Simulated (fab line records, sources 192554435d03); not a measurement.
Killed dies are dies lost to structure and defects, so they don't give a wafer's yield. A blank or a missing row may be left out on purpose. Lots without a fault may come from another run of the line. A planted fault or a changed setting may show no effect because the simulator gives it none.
Split-lot experiment | flow n5_finfet | 7 lots, 21 wafers read, on a route of 1938 steps

THE SPLIT
At N5_FIN_SAQP_ETCH_65 (etches SiO2 in CF4, target depth 4 nm, time 4.4 s), the setting time_s was moved away from the recipe's 4.4 s on 3 of the 21 wafers read, by -17.0% to +7.7%. The other wafers ran this setting at the recipe's value.

The reading is taken at the split's own step.

THE READING
etch.depth_nm (the simulator's own value, which no gauge read), in nm, at N5_FIN_SAQP_ETCH_65 (etches SiO2 in CF4, target depth 4 nm, time 4.4 s). The file gives no usual value for it. The 18 wafers here that ran the recipe average 3.982 nm, standard deviation 0.082 nm.

wafer  | tool, chamber at the split | time_s as run, s | against the recipe | etch.depth_nm, nm | against lot-mates on the recipe
L076.2 | rie_si-06, 2               | 4.4              | recipe             | 3.921             | -
L076.3 | rie_si-06, 3               | 4.74             | +7.7%              | 4.223             | +0.284
L076.4 | rie_si-06, 1               | 4.4              | recipe             | 3.957             | -
L080.1 | rie_si-06, 2               | 4.4              | recipe             | 3.896             | -
L080.4 | rie_si-06, 1               | 4.4              | recipe             | 3.892             | -
L080.6 | rie_si-06, 1               | 4.4              | recipe             | 3.936             | -
L081.2 | rie_si-05, 3               | 4.4              | recipe             | 3.974             | -
L081.4 | rie_si-05, 0               | 4.4              | recipe             | 4.004             | -
L081.5 | rie_si-05, 2               | 4.4              | recipe             | 4.015             | -
L082.1 | rie_si-06, 2               | 4.4              | recipe             | 3.881             | -
L082.2 | rie_si-06, 1               | 4.681            | +6.4%              | 4.209             | +0.330
L082.6 | rie_si-06, 0               | 4.4              | recipe             | 3.877             | -
L088.2 | rie_si-03, 1               | 4.4              | recipe             | 3.927             | -
L088.5 | rie_si-03, 2               | 3.65             | -17.0%             | 3.411             | -0.576
L088.6 | rie_si-03, 3               | 4.4              | recipe             | 4.048             | -
L095.2 | rie_si-03, 3               | 4.4              | recipe             | 4.061             | -
L095.3 | rie_si-03, 0               | 4.4              | recipe             | 3.905             | -
L095.4 | rie_si-03, 2               | 4.4              | recipe             | 4.133             | -
L097.2 | rie_si-03, 2               | 4.4              | recipe             | 4.137             | -
L097.4 | rie_si-03, 3               | 4.4              | recipe             | 4.07              | -
L097.5 | rie_si-03, 1               | 4.4              | recipe             | 4.037             | -

THE FIT
A straight line over all 21 wafers: etch.depth_nm changes by +0.0334 nm for each +1% of time_s; r = +0.88; the points scatter about the line by 0.08 nm.
The same after taking each lot's own level away (the mean of its wafers on the recipe; 21 wafers): +0.0362 nm for each +1%; r = +0.95; scatter 0.053 nm.
On that fit, the largest move of time_s shifts the reading by 0.62 nm.
The lots' own levels span 3.8790 to 4.0813 nm, that is 2.5 times the standard deviation above.
So the lot-to-lot level changes the slope little: the two slopes agree.
Check: with one of the wafers moved furthest among these (-17.0%) left out of the fit, the line predicts -0.728 nm for it against its lot-mates. It came out at -0.576 nm against them.

OTHER SPLITS ON THESE WAFERS
These wafers also went through other splits before the reading. Each is held against what the fit with the lots' levels taken away leaves over:
other split on the same wafers            | wafers away from the commonest value | r with etch.depth_nm (lot level and that fit taken away)
N5_WELL_APT_PEB_23 peb_temp_c             | 6                                    | +0.15
N5_WELL_APT_DEVELOP_24 develop_time_s     | 6                                    | -0.23
N5_PMOS_HMC_CHANNEL_EPI_PEB_07 peb_temp_c | 6                                    | -0.01

THE FILE'S OWN FIT
etch.depth_nm changes by +0.0361 nm for each +1% of time_s, r = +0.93.
